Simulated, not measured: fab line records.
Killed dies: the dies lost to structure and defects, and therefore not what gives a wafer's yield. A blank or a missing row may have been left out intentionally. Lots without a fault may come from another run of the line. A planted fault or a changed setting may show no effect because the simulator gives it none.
Chamber matching -- flow n5_finfet -- N5_FIN_SAQP_MANDREL_ETCH_58 on rie_si-04: 4 sister chambers
The step etches a-Si in HBr/Cl2, stops on SiNx, target depth 45 nm, bt time 10 s, time 27 s. 16 wafers are shown with their chamber, then 8 later ones without.

== WAFERS WITH THEIR CHAMBER ==
wafer,chamber,drypump_motor_current_A (A),throttle_valve_pct (%),oes_product_au (a.u.)
L077.1,3,6.0,35.6,0.715
L077.2,2,6.0,36.0,0.707
L077.3,1,5.9,35.6,0.678
L079.1,3,6.0,35.6,0.701
L079.4,2,6.0,36.0,0.705
L079.6,2,6.0,36.0,0.707
L081.1,3,6.0,35.6,0.695
L081.2,2,5.9,36.0,0.707
L081.3,1,5.9,35.5,0.668
L083.2,1,5.9,35.6,0.670
L083.5,1,5.9,35.6,0.675
L083.6,2,6.0,36.0,0.707
L086.1,0,6.5,35.9,0.690
L086.3,3,6.0,35.6,0.709
L086.4,1,5.9,35.6,0.666
L087.2,1,5.9,35.6,0.672

SIGNATURES, as means of the wafers listed above
reading,chamber 0,chamber 1,chamber 2,chamber 3,scatter within a chamber
drypump_motor_current_A,6.500,5.900,5.980,6.000,0.0258
throttle_valve_pct,35.900,35.583,36.000,35.600,0.0264
oes_product_au,0.69000,0.67150,0.70660,0.70500,0.00528
Rule: for each reading, subtract the chamber's mean from the wafer's reading, divide by that reading's scatter and square the result; add these up over the readings and take the root, which gives the wafer's distance from the chamber. If the next closest chamber is less than 2 further off than the closest, the wafer can't be placed; otherwise it belongs to the closest. The scatter: take each reading less its chamber's mean, square it, sum over the shown wafers, divide by the number of wafers less the number of chambers, and take the root.

== WAFERS WITHOUT THEIR CHAMBER ==
wafer,drypump_motor_current_A (A),throttle_valve_pct (%),oes_product_au (a.u.)
L087.3,6.0,35.6,0.707
L087.4,6.5,35.9,0.701
L096.2,6.0,35.6,0.701
L096.4,5.9,35.6,0.672
L096.6,6.0,35.6,0.707
L097.2,5.9,35.6,0.675
L097.3,6.0,36.0,0.701
L097.6,6.5,35.9,0.695

== EACH ONE'S CHAMBER ==
wafer,from the rows above,in truth
L087.3,3,3
L087.4,0,0
L096.2,3,3
L096.4,1,1
L096.6,3,3
L097.2,1,1
L097.3,2,2
L097.6,0,0
8 of 8 placed correctly. Left unplaced by these rows: 0. Placed wrongly: 0.
